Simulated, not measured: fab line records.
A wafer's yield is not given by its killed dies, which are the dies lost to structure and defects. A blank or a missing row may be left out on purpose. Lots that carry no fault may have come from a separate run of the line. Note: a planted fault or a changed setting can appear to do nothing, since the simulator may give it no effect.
Problem report, 8D (eight disciplines) form, completed by code    flow n5-finfet    the parts of the form that need people (team, actions taken, sign-off) are left out

## 1. THE ISSUE
At N5_SDB_STRIP_22, strip-time-to-endpoint-s averages 98.3 s over 5 wafers from 3 lots, while fault-free wafers read 96.4 s, standard deviation 0.31. Measured from the usual mean, that is +6.1 standard deviations.
The step: strips in N2/H2.
Seen first at day 6 08:11 on plasma-asher-02, wafer L111.2. The record holds 30 wafers of 10 lots with a number at this step. By rule, "out" or "out of limits" means more than 4 standard deviations away from the usual mean. The other wafers with a number count as sound.

## 2. WHAT IT IS, AND WHAT IT ISN'T
question                     is                                      is not
which readings at this step  strip-time-to-endpoint-s                drypump-motor-current-A, heater-power-w
which lots                   L111, L112, L113                        L101, L102, L105, L110, L116, L121, L124
which wafers of those lots   L111.2, L112.2, L112.6, L113.1, L113.4  L111.1, L111.5, L112.1, L113.5
read on which tools          plasma-asher-02                         plasma-asher-01
when                         from day 6 08:11                        up to then (14 sound wafers); but 11 sound wafers of L112, L113, L116, L121, L124 came after

## 3. WHAT RULES OUT EACH SUSPECT
Counting: if a tool at a process step up to the reading ran every lot that is out, it stays a suspect. Sound lots after the first of them don't rule it out here, since some wafers of a struck lot are sound.
- plasma-asher-02 at N5_SDB_STRIP_22 (strips in N2/H2): kept. It processed each lot that is out (first: L111, day 6 08:11); up to then, its last sound lot is L110 (day 6 05:03). Its own readings are out on those wafers: strip-time-to-endpoint-s.
- The sound lot-mates ran in chamber 1 of plasma-asher-02 at N5_SDB_STRIP_22, but the wafers that are out ran in chamber 0.
Remaining after the count: plasma-asher-02 at N5_SDB_STRIP_22.

## 4. THE CAUSE (what the simulator had put in)
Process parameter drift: plasma-asher-02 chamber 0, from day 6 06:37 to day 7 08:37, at N5_SDB_STRIP_22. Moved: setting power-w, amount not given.
This tool alone remained once counting was done.

## 5. SEQUENCE OF EFFECTS, ordered by route
Each row: a reading where the mean over the struck wafers with a number is more than 3 standard deviations away from the usual. Only readings for which the record gives a usual standard deviation are gone through. hours: the time from each lot's start at the first step in this table that gives one to its start at this step, as a median over the lots. sigmas: the change in usual standard deviations.
hours  step             reading                   usual   on struck wafers  change  sigmas
0      N5_SDB_STRIP_22  strip-time-to-endpoint-s  96.4 s  98.3              +1.9    +6.1
It contains these process steps:
- N5_SDB_STRIP_22: strips in N2/H2.
Later steps that measure or inspect, where all struck wafers having a row at the step show a number for every such reading and not one has moved that far: N5_SDB_THK_MEAS_31, N5_BEOL_M4_RC_MEAS_101.

## 6. WHAT WOULD HAVE CAUGHT IT SOONER
First out-of-limits reading in this record: day 6 08:11, which is 2 hours after fault onset at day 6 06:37.
